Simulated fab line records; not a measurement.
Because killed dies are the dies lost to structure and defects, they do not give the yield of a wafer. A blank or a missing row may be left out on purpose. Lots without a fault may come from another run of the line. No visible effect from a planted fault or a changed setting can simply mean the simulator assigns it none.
Chamber matching    flow n5 finfet    rie diel-06 running N5_BEOL_M0_SAQP_SPACER2_ETCHBACK_27: 4 sister chambers
The step etches SiO2 in CHF3/O2, target depth 22.5 nm, time 11.25 s. 18 wafers are shown with their chamber, then 9 later ones without.

== WAFERS WITH THEIR CHAMBER ==
wafer   chamber  drypump motor current A (A)  showerhead plenum p Torr (Torr)  throttle valve pct (%)
L079.1  1        6.6                          2.54                             18.48
L079.3  2        5.9                          2.36                             19.14
L079.5  3        6.5                          2.50                             18.67
L081.1  1        6.6                          2.54                             18.50
L081.2  2        5.9                          2.36                             19.14
L081.3  0        5.1                          2.31                             18.91
L082.1  0        5.1                          2.31                             18.91
L082.2  1        6.6                          2.54                             18.48
L082.6  1        6.6                          2.54                             18.49
L083.1  1        6.6                          2.54                             18.49
L083.2  2        5.9                          2.36                             19.15
L083.4  0        5.2                          2.31                             18.91
L084.1  1        6.6                          2.54                             18.50
L084.3  3        6.5                          2.49                             18.69
L084.6  3        6.5                          2.49                             18.69
L085.2  0        5.2                          2.30                             18.92
L085.3  2        5.9                          2.36                             19.14
L085.6  2        5.9                          2.36                             19.14

SIGNATURES, as means of the wafers listed above
reading                   chamber 0  chamber 1  chamber 2  chamber 3  scatter within a chamber
drypump motor current A   5.150      6.600      5.900      6.500      0.0267
showerhead plenum p Torr  2.3075     2.5400     2.3600     2.4933     0.00318
throttle valve pct        18.9125    18.4900    19.1420    18.6833    0.00766
Rule: a wafer's distance from a chamber is the root of the sum, over the readings, of the square of ((its reading less the chamber's mean) divided by the reading's scatter). The wafer belongs to the nearest chamber; if the next one is less than 2 further off, it can't be placed. The scatter: the root of (the sum of the squares of (reading less its chamber's mean) over the shown wafers, divided by (wafers less chambers)).

== WAFERS WITHOUT THEIR CHAMBER ==
wafer   drypump motor current A (A)  showerhead plenum p Torr (Torr)  throttle valve pct (%)
L086.2  6.6                          2.54                             18.51
L086.3  5.1                          2.30                             18.92
L086.4  5.2                          2.30                             18.91
L089.1  6.6                          2.54                             18.49
L089.5  5.1                          2.30                             18.94
L089.6  6.5                          2.49                             18.69
L094.2  6.6                          2.53                             18.53
L094.5  6.5                          2.49                             18.71
L094.6  5.1                          2.30                             18.94

== EACH ONE'S CHAMBER ==
wafer   from the rows above  in truth
L086.2  1                    1
L086.3  0                    0
L086.4  0                    0
L089.1  1                    1
L089.5  0                    0
L089.6  3                    3
L094.2  1                    1
L094.5  3                    3
L094.6  0                    0
Correct placement for 9 of the 9. Can't be placed from these rows: 0. 0 placed wrongly.
